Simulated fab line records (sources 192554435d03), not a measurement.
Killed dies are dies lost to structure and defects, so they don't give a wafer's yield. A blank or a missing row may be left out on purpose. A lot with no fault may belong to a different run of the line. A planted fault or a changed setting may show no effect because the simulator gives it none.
Struck lot and sound lot, side by side + flow n5 finfet + 28 out of 1938 route steps
Sound: the wafers L650.2, L650.5, L650.6. The struck wafers were L647.2, L647.4, L647.5. Last of all comes the cause.
Each step with rows lists, per side, the tool, then ch with its chambers, then its first start. Under that, the readings that differ: sound wafers + struck wafers + difference of the means + sigmas: that difference in standard deviations of wafers without a fault.
alike: words and numbers the same on both sides, and readings whose means are apart by under 2 such deviations; not compared: readings that were withheld, readings missing a value for some wafer, numbers with overlapping values and no deviation given by the record, and bounds like >300 which may hide the same value.
The two part at a step that has a row with sigmas, a row that says differs or no value, or rows on one side only. Non-overlapping numbers with no deviation appear without sigmas and do not part them. A reading missing from all wafers of one side parts the sides only when that side holds two or more wafers.

first, 8 steps without rows for these wafers: N5_BEOL_M0_CMP_120 (polishes, stops on SiOC, t overpolish 6.9 s); N5_BEOL_M0_PRE_CLEAN_131 (time 15 s); N5_BEOL_M0_CO_CAP_123 (material Co, precursor CCTBA/H2, target thk 2 nm, time 102.1 s); N5_BEOL_M0_PRE_CLEAN_124 (time 15 s); N5_BEOL_M0_DEP_125 (deposits SiCN from 3MS/NH3, target thk 8 nm, time 14 s); N5_BEOL_M1_ILD_DEP_00 (deposits SiOC from DEMS/O2, target thk 79 nm, time 15.3 s); N5_BEOL_M1_PECVD_72 (deposits SiO2 from TEOS/O2, target thk 16 nm, time 18 s); N5_BEOL_M1_HM_DEP_02 (deposits TiN, target thk 20 nm).
N5_BEOL_M1_COAT_61: time 60 s, resist thk 60 nm.
  sound on litho track-04 ch 0, day 11 00:18; struck on litho track-01 ch 0, day 10 02:55
| reading                                  | sound                | struck               | difference | sigmas      |
|------------------------------------------|----------------------|----------------------|------------|-------------|
| spin speed rpm (rpm)                     | 1497.4 1499.4 1499.9 | 1364.3 1364.5 1364.5 | -134.5     | -99 or more |
| model.SOC_of_BEOL_M1_COAT_61.thk nm (nm) | 60 60.2 60.2         | 62.8 63 63           | +2.8       |             |
then, 11 steps without rows for these wafers: N5_BEOL_M1_COAT_62 (time 60 s, resist thk 12 nm); N5_BEOL_M1_COAT_73 (time 60 s, resist thk 5 nm); N5_BEOL_M1_COAT_05 (resist thk 30 nm); N5_BEOL_M1_EBR_07; N5_BEOL_M1_SOFTBAKE_06 (time 60 s); N5_BEOL_M1_EXPOSE_08 (exposes mask M1); N5_BEOL_M1_PEB_09 (peb time 60 s); N5_BEOL_M1_DEVELOP_10 (develop time 30 s); N5_BEOL_M1_DESCUM_16 (chemistry O2, time 7 s); N5_BEOL_M1_ETCH_74 (etches underlayer in N2/H2, target depth 6.5 nm, time 5.2 s); N5_BEOL_M1_ETCH_63 (etches SiARC in CF4, target depth 15.6 nm, time 26 s).
N5_BEOL_M1_ETCH_64: etches SOC in N2/H2, target depth 75 nm, overetch 15 nm, time 112.5 s.
  sound on rie diel-04 ch 2,3, day 11 01:02; struck on rie diel-03 ch 0,2,3, day 10 03:23
| reading                  | sound          | struck            | difference | sigmas |
|--------------------------|----------------|-------------------|------------|--------|
| model.etch.depth nm (nm) | 60 60.17 60.15 | 62.88 62.94 62.96 | +2.82      |        |
  alike: drypump motor current A, h2 flow sccm, oes product au, rf fwd power W, rf vpp V, showerhead plenum p Torr, throttle valve pct
  not compared: rf hours counter h
then, 3 steps without rows for these wafers: N5_BEOL_M1_STRIP_65 (strips in N2/H2); N5_BEOL_M1_STRIP_75 (strips in N2/H2); N5_BEOL_M1_STRIP_66 (strips in CF4).
N5_BEOL_M1_HM_OPEN_17: chemistry Cl2/BCl3, target TiN, target depth 20 nm, overetch 6 nm.
  sound on rie metal-03 ch 0,1, day 11 01:12; struck on rie metal-03 ch 0,1, day 10 03:33
| reading                                  | sound          | struck     | difference | sigmas |
|------------------------------------------|----------------|------------|------------|--------|
| model.SOC_of_BEOL_M1_COAT_61.thk nm (nm) | 52.2 52.4 52.2 | 55 55 55.2 | +3         |        |
  alike: bcl3 flow sccm, drypump motor current A, he backside leak sccm, oes product au, rf fwd power W, throttle valve pct
  not compared: rf hours counter h
then, 1 step without rows for these wafers: N5_BEOL_M1_STRIP_19 (strips in O2).
-- a jump in the record: the struck wafers' starts before and after are 2 days apart (it breaks off in module BEOL_M1 and resumes in module BEOL_M4, where the first step shown is number 1111 of the route) --
N5_BEOL_M4_RC_MEAS_101:
  sound on prober-01 ch 0, day 12 22:54; struck on prober-02 ch 0, day 12 07:10
  alike: DIBL_N, DIBL_P, IOFF_N, IOFF_P, ION_N, ION_P, SS_N, SS_P, VT_N, VT_P
N5_PASSIVATION_PROBE_49:
  sound wafers here have rows in the record (prober-02, day 17 09:05); struck ones have none

## WHERE THEY PART
Last at N5_PASSIVATION_PROBE_49 as far as this record goes, first at N5_BEOL_M1_COAT_61.

WHY: what the simulator had put in
Drift in process parameters on litho track-01 at N5_BEOL_M1_COAT_61, starting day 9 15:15. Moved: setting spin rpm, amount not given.
